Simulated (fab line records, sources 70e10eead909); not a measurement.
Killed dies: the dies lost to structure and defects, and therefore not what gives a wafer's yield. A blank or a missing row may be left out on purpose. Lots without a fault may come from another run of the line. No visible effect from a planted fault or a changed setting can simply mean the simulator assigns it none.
fab line records -- flow nand_harc
record: lots: 3, wafers: 9, last_day: 29
route steps=1159 shown A_ONON_D1@440 A_CHANNEL_HOLE_D1@450 END@1159
lots with no fault: from the same line, run without faults
start_h: start of the lot's first displayed wafer, in hours after the record's first day -- wait_h: how many hours have passed since the lot's step before this one -- " identical to the entry in the row above -- L1.1+2: a row that stands for several wafers -- - value missing, or start not given -- * or withheld: withheld -- < > ~ a bound
route shown NAME@n: names a module that has steps shown in the file, with the first one's number in the route -- usual: average and standard deviation across the fault-free wafers -- same: alike in all rows -- chamber/n: place in a boat -- sites: per-site readings -- _std_site: the standard deviation of these -- _edge_site: mean of outer sites minus mean of inner sites -- radius_mm: how far each site lies from the wafer's centre -- mask NAME#n: copy n -- behind: tool/chamber where the wafer was last shaped -- hold: what put the lot on hold/how long, in hours/how the hold closed -- device: transistor that didn't switch, given as n, p or np -- end of line: tests run on the same wafers once the route is complete -- a step with no rows: only its recipe -- killed: the dies lost at the first sort to structure and to defects; this is not the yield of the wafer -- map: shows each die of a wafer: x if killed, . if not, _ if none is there
set.NAME: the setting as run; set.NAME@STEP: as run at that earlier step -- model.NAME: the simulator's own value behind a step, which no gauge read
certain route steps with their lots: each step a table, each wafer a row
services: a tool's chamber out of use, with start hour (start_h, from the record's first day; less than 0 if before it), hours out, and reason
== steps ==
step: NHARC_A_ONON_D1_DEP_22
recipe: target_thk_a: 10000, n2_flow_sccm: 2750, n2o_flow_sccm: 2000, nh3_flow_sccm: 500, sih4_flow_sccm: 210, temp_c: 400
step: NHARC_A_ONON_D1_DEP_25
recipe: target_thk_a: 10000, n2_flow_sccm: 2750, n2o_flow_sccm: 2000, nh3_flow_sccm: 500, sih4_flow_sccm: 210, temp_c: 400
step: NHARC_A_ONON_D1_DEP_28
recipe: target_thk_a: 10000, n2_flow_sccm: 2750, n2o_flow_sccm: 2000, nh3_flow_sccm: 500, sih4_flow_sccm: 210, temp_c: 400
step: NHARC_A_ONON_D1_DEP_33
recipe: target_thk_a: 2000, temp_c: 400, pressure_torr: 6.5, rf_w: 900, teos_flow_sccm: 161.4, flow_sccm: 2650, target_thk_nm: 200, gas: O2, material: SiO2
step: NHARC_A_CHANNEL_HOLE_D1_DEP_00
recipe: target_thk_a: 31000, temp_c: 400, material: aC
step: NHARC_A_CHANNEL_HOLE_D1_DEP_01
recipe: target_thk_a: 1400, target_thk_nm: 140, temp_c: 400, pressure_torr: 3.5, flow_sccm: 200, rf_w: 350, material: SiON
usual: heater_power_w: 762/76, showerhead_vpp_V: 1133/42
lot.wafer,tool,chamber,start_h,wait_h,heater_power_w,showerhead_vpp_V
L101.3,pecvd-03,2,253.17,1.0,753,1168
L101.1,pecvd-03,0,253.17,1.0,758,1132
L101.6,pecvd-03,1,253.17,1.0,835,1127
L111.2,pecvd-02,0,288.30,1.3,702,1054
L111.5,pecvd-02,1,288.30,1.3,702,1160
L111.4,pecvd-02,2,288.30,1.3,843,1114
L113.2,pecvd-03,0,306.08,1.3,945,1130
L113.3,pecvd-03,2,306.08,1.3,726,1168
L113.6,pecvd-03,1,306.08,1.3,787,1129
step: NHARC_A_CHANNEL_HOLE_D1_DEHYDRATE_02
recipe: temp_c: 150, time_s: 120
step: NHARC_A_CHANNEL_HOLE_D1_HMDS_03
recipe: time_s: 30
step: NHARC_A_CHANNEL_HOLE_D1_COAT_36
recipe: temp_c: 260, time_s: 75
step: NHARC_A_CHANNEL_HOLE_D1_COAT_37
recipe: temp_c: 225, time_s: 65
step: NHARC_A_CHANNEL_HOLE_D1_COAT_04
recipe: spin_rpm: 1500, resist_thk_nm: 90
step: NHARC_A_CHANNEL_HOLE_D1_SOFTBAKE_05
recipe: temp_c: 105, time_s: 55
step: NHARC_A_CHANNEL_HOLE_D1_EBR_06
step: NHARC_A_CHANNEL_HOLE_D1_EXPOSE_07
recipe: na: 1.35, target_cd_nm: 100, sigma_outer: 0.3, dose_mj: 59.65, mask_id: HOLE_D1
step: NHARC_A_CHANNEL_HOLE_D1_PEB_08
recipe: peb_temp_c: 100, peb_time_s: 65
step: NHARC_A_CHANNEL_HOLE_D1_DEVELOP_09
recipe: develop_time_s: 35, dev_temp_c: 23
step: NHARC_A_CHANNEL_HOLE_D1_INSPECT_12
usual: raw_defect_count: 5.2/2.7
lot.wafer,tool,chamber,start_h,wait_h,raw_defect_count
L101.1,defect_inspect-01,-,253.99,0.0,2
L101.3,defect_inspect-01,-,253.99,0.0,3
L101.6,defect_inspect-01,-,253.99,0.0,1
L111.2,defect_inspect-01,-,289.15,0.0,8
L111.4,defect_inspect-01,-,289.15,0.0,8
L111.5,defect_inspect-01,-,289.15,0.0,6
L113.2,defect_inspect-01,-,306.81,0.0,4
L113.3,defect_inspect-01,-,306.81,0.0,601
L113.6,defect_inspect-01,-,306.81,0.0,7
step: NHARC_A_CHANNEL_HOLE_D1_DESCUM_15
recipe: time_s: 3, o2_flow_sccm: 200, ar_flow_sccm: 0, bias_power_w: 0, chemistry: O2
step: NHARC_A_CHANNEL_HOLE_D1_ETCH_38
recipe: target_depth_a: 390, over_etch_frac: 0.3, time_s: 65, ion_energy_ev: 80, cf4_flow_sccm: 150, ar_flow_sccm: 0, rf_w: 300, bias_w: 100, chemistry: CF4
step: NHARC_A_CHANNEL_HOLE_D1_ETCH_39
recipe: target_depth_a: 2600, over_etch_frac: 0.3, time_s: 325, ion_energy_ev: 200, n2_flow_sccm: 150, h2_flow_sccm: 150, ar_flow_sccm: 0, rf_w: 400, bias_w: 150, chemistry: N2/H2
step: NHARC_A_CHANNEL_HOLE_D1_ETCH_34
recipe: target_depth_a: 1540, time_s: 77, cf4_flow_sccm: 100, chf3_flow_sccm: 30, ar_flow_sccm: 0, rf_w: 500, bias_w: 200, chemistry: CF4/CHF3
step: NHARC_A_CHANNEL_HOLE_D1_ETCH_16
recipe: target_depth_a: 31000, over_etch_frac: 0.3, time_s: 806, ion_energy_ev: 150, o2_flow_sccm: 400, cos_flow_sccm: 20, ar_flow_sccm: 0, rf_w: 500, bias_w: 300, chemistry: O2/COS
step: NHARC_A_CHANNEL_HOLE_D1_ETCH_19
recipe: bias_v: 1200, source_w: 2500, pressure_mtorr: 15, time_s: 34.5, ar_flow_sccm: 375, c4f8_flow_sccm: 28.8, o2_flow_sccm: 96.2, temp_c: -20, target_depth_a: *, chemistry: C4F8/O2/Ar
step: NHARC_A_CHANNEL_HOLE_D1_ETCH_20
recipe: bias_v: 3000, source_w: withheld, pressure_mtorr: 20, time_s: 361.9, ar_flow_sccm: 375, c4f8_flow_sccm: 89.3, o2_flow_sccm: 35.7, temp_c: -20, target_depth_a: 16000, chemistry: C4F8/O2/Ar
step: NHARC_A_CHANNEL_HOLE_D1_ETCH_21
recipe: bias_v: 3000, source_w: withheld, pressure_mtorr: 20, time_s: 514.3, ar_flow_sccm: 375, c4f8_flow_sccm: 89.3, o2_flow_sccm: 35.7, temp_c: -20, target_depth_a: 16000, chemistry: C4F8/O2/Ar
step: NHARC_A_CHANNEL_HOLE_D1_ETCH_22
recipe: bias_v: 3000, source_w: withheld, pressure_mtorr: 20, time_s: 666.7, ar_flow_sccm: 375, c4f8_flow_sccm: 89.3, o2_flow_sccm: 35.7, temp_c: -20, target_depth_a: 16000, chemistry: C4F8/O2/Ar
step: NHARC_A_CHANNEL_HOLE_D1_ETCH_23
recipe: bias_v: 5000, source_w: withheld, pressure_mtorr: 20, time_s: 819, ar_flow_sccm: 375, c4f8_flow_sccm: 89.3, o2_flow_sccm: 35.7, temp_c: -20, target_depth_a: 16000, chemistry: C4F8/O2/Ar
step: NHARC_A_CHANNEL_HOLE_D1_ETCH_24
recipe: bias_v: 5000, source_w: withheld, pressure_mtorr: 20, time_s: 906.2, ar_flow_sccm: 375, c4f8_flow_sccm: 93.8, o2_flow_sccm: 31.2, temp_c: -20, target_depth_a: 15000, chemistry: C4F8/O2/Ar
step: NHARC_A_CHANNEL_HOLE_D1_ETCH_25
recipe: bias_v: 5000, source_w: withheld, pressure_mtorr: 20, time_s: 1040.2, ar_flow_sccm: 375, c4f8_flow_sccm: 93.8, o2_flow_sccm: 31.2, temp_c: -20, target_depth_a: 15000, chemistry: C4F8/O2/Ar
step: NHARC_A_CHANNEL_HOLE_D1_ETCH_26
recipe: bias_v: 300, source_w: 2000, pressure_mtorr: 30, time_s: 224.1, ar_flow_sccm: 375, c4f8_flow_sccm: 11.4, o2_flow_sccm: 113.6, temp_c: -20, target_depth_a: 3000, chemistry: C4F8/O2/Ar
step: NHARC_A_CHANNEL_HOLE_D1_ETCH_33
recipe: bias_v: 400, source_w: 2000, pressure_mtorr: 25, time_s: 90, ar_flow_sccm: 375, c4f8_flow_sccm: 41.7, o2_flow_sccm: 83.3, temp_c: -20, target_depth_a: 4000, chemistry: C4F8/O2/Ar
step: NHARC_A_CHANNEL_HOLE_D1_STRIP_41
recipe: n2_flow_sccm: 150, h2_flow_sccm: 150, ar_flow_sccm: 0, bias_w: 0, chemistry: N2/H2
step: NHARC_A_CHANNEL_HOLE_D1_INSPECT_40
usual: raw_defect_count: 57/15
lot.wafer,tool,chamber,start_h,wait_h,raw_defect_count
L101.1,defect_inspect-02,-,266.80,-,52
L101.3,defect_inspect-02,-,266.80,-,43
L101.6,defect_inspect-02,-,266.80,-,47
L111.2,defect_inspect-02,-,296.11,-,61
L111.4,defect_inspect-02,-,296.11,-,43
L111.5,defect_inspect-02,-,296.11,-,101
L113.2,defect_inspect-01,-,313.76,-,53
L113.3,defect_inspect-01,-,313.76,-,646
L113.6,defect_inspect-01,-,313.76,-,43
step: NHARC_END_SORT_01
recipe: temp_c: 25
usual: killed_at_array: 29/11, killed_at_other: 0.5/0.85, killed_at_periphery: 3.0/2.3, killed_dies: 33/12, killed_open: 3.3/1.9, killed_short: 2.0/1.5
same: gross_dies: 677
lot.wafer,tool,chamber,start_h,wait_h,killed_at_array,killed_at_other,killed_at_periphery,killed_dies,killed_open,killed_short
L101.1,prober-02,0,607.55,2.5,30,1,2,33,1,4
L101.3,prober-02,0,609.14,3.1,28,2,5,35,3,0
L101.6,prober-02,0,611.52,4.0,28,1,3,32,3,1
L111.2,prober-02,0,647.31,2.8,25,0,4,29,3,1
L111.4,prober-02,0,648.90,3.4,31,1,3,35,3,1
L111.5,prober-02,0,649.69,3.7,26,0,4,30,3,3
L113.2,prober-02,0,686.26,2.8,33,0,5,38,4,1
L113.3,prober-02,0,687.06,3.1,111,0,1,112,1,0
L113.6,prober-02,0,689.44,4.0,30,0,3,33,1,1
killed by level:class
L101.1 A_SLIT:chamber_film_flake=18 A_CHANNEL_HOLE_D1:chamber_film_flake=4 A_CONTACT:chamber_film_flake=3 A_STAIRCASE:chamber_film_flake=2 P_GATE:geometric_particle:short=1 A_M0:geometric_particle:short=1 A_M0:geometric_particle:open=1 A_M1:geometric_particle:short=1
L101.3 A_SLIT:chamber_film_flake=14 A_CHANNEL_HOLE_D1:chamber_film_flake=5 A_CONTACT:chamber_film_flake=4 A_STAIRCASE:chamber_film_flake=3 A_CONTACT:geometric_particle:open=2 P_STI:chamber_film_flake=2 P_GATE:chamber_film_flake=2 THIN_TSV:chamber_film_flake=2
L101.6 A_SLIT:chamber_film_flake=19 A_STAIRCASE:chamber_film_flake=3 A_CHANNEL_HOLE_D1:chamber_film_flake=2 A_CONTACT:chamber_film_flake=2 P_GATE:geometric_particle:open=1 P_M0:geometric_particle:open=1 A_ONON_D1:geometric_particle:short=1 A_M0:geometric_particle:open=1
L111.2 A_CHANNEL_HOLE_D1:chamber_film_flake=8 A_STAIRCASE:chamber_film_flake=6 A_BLC:chamber_film_flake=6 P_M2:chamber_film_flake=2 P_CONTACT:geometric_particle:open=1 P_M0:geometric_particle:open=1 A_SGD_CUT:geometric_particle:open=1 A_M0:geometric_particle:short=1
L111.4 A_STAIRCASE:chamber_film_flake=12 A_CHANNEL_HOLE_D1:chamber_film_flake=9 A_BLC:chamber_film_flake=4 A_SOURCE_PLATE:geometric_particle:short=1 A_CONTACT:geometric_particle:open=1 A_BLC:geometric_particle:open=1 P_GATE:chamber_film_flake=1 P_M0:chamber_film_flake=1
L111.5 A_STAIRCASE:chamber_film_flake=7 A_CHANNEL_HOLE_D1:chamber_film_flake=6 A_BLC:chamber_film_flake=5 A_CONTACT:chamber_film_flake=2 A_ZERO_WELL:chamber_film_flake=2 P_CONTACT:geometric_particle:short=1 P_CONTACT:geometric_particle:open=1 P_M0:geometric_particle:open=1
L113.2 A_SLIT:chamber_film_flake=13 A_CHANNEL_HOLE_D1:chamber_film_flake=9 A_CONTACT:chamber_film_flake=4 A_WL_FILL:chamber_film_flake=2 P_CONTACT:geometric_particle:open=1 P_M1:geometric_particle:open=1 A_ONON_D1:geometric_particle:short=1 A_CONTACT:geometric_particle:open=1
L113.3 A_CHANNEL_HOLE_D1:unspecified=79 A_SLIT:chamber_film_flake=19 A_CHANNEL_HOLE_D1:chamber_film_flake=7 A_STAIRCASE:chamber_film_flake=2 A_WL_FILL:geometric_particle:open=1 P_STI:chamber_film_flake=1 A_CHANNEL_FILL_D1:chamber_film_flake=1 A_CONTACT:chamber_film_flake=1
L113.6 A_SLIT:chamber_film_flake=20 P_STI:chamber_film_flake=3 A_STAIRCASE:chamber_film_flake=3 A_CHANNEL_HOLE_D1:chamber_film_flake=2 A_CONTACT:chamber_film_flake=2 A_SOURCE_PLATE:geometric_particle:short=1 A_CONTACT:geometric_particle:open=1 A_CHANNEL_FILL_D1:chamber_film_flake=1
map L113.3 (x killed, . not)
____________.____________
_________xx.xx.._________
_______..xxxxxxx.._______
______....xxxxxxx..______
_____...xxxxxxx....._____
____....xxxxxxxxx....____
____....xxxxxxxx.....____
___.....xxxxxxxx......___
___....x.xxxxxxx......___
__......xxxxxxx.x....x.__
__.......xxxxxx...x...x__
_.........xxx...x....x.._
_.......x.x..xx......x.._
_..x......x.x....x.xx..._
_................xxxx..._
_...............xxxxx..._
...............x.x.xx....
..................xxx...x
..................x......
.........................
.........................
_......................._
_......................._
_......................._
_..x...................._
_......................._
__.....................__
__.....................__
___...................___
___...................___
____.................____
____.................____
_____..x............_____
______.............______
_______.....x....._______
_________......._________
____________.____________
map L101.3 (x killed, . not)
____________.____________
_________.....x._________
_______..........._______
______.......x.....______
_____..............._____
____..x.....x........____
____......x..........____
___............x......___
___.........x.........___
__.....................__
__.....................__
_......................._
_..................xxx.._
_x..........x..........._
_...................x..._
_......x..........x.xxx._
....................xx...
..................x..x.x.
.................xx...x.x
.........................
.........................
_......................._
_......................._
_......................._
_......................._
_....................x.._
__.....................__
__.....................__
___...................___
___......x........x...___
____.....x...........____
____.................____
_____...x..........._____
______.....x.......______
_______..........._______
_________...x..._________
____________x____________
== services ==
tool,chamber,start_h,hours,kind
pecvd-03,2,266.58,20.8,repair
pecvd-03,-,292.16,13.0,pm
pecvd-03,0,292.16,13.0,vent_cycle
pecvd-03,1,292.16,13.0,vent_cycle
pecvd-03,2,292.16,13.0,vent_cycle
pecvd-03,0,305.16,-,clean
pecvd-03,1,305.16,-,clean
pecvd-03,2,305.16,-,clean
== key ==
first_sign: step: NHARC_A_CHANNEL_HOLE_D1_INSPECT_12, reading: raw_defect_count, direction: up, sigmas: 99+, usual: 5.2, struck: 601
effect: step: NHARC_A_CHANNEL_HOLE_D1_INSPECT_40, reading: raw_defect_count, direction: up, sigmas: 39, usual: 57, struck: 646
effect: step: NHARC_END_SORT_01, reading: killed_at_array, direction: up, sigmas: 7.5, usual: 29, struck: 111
more_kills_born_at: NHARC_A_CHANNEL_HOLE_D1_DEP_01@pecvd-03: 79
met_at NHARC_A_CHANNEL_HOLE_D1_DEP_01
struck_wafers L113.3
tester_left_out L113
onset_between 253.17 306.08
fault: kind: chamber_particle_source, tool: pecvd-03, chamber: 2, onset_h: 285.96, steps: NHARC_A_CHANNEL_HOLE_D1_DEP_01, rate_per_visit_cm2: 0.90682, end_h: 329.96
tester_left_out: of these lots the tester's yield and bins aren't shown, on N5 and GAA mostly nor the transistor test; their killed dies are dies lost to structure and defects alone, not to doping, threshold or leakage, so they don't give the yield
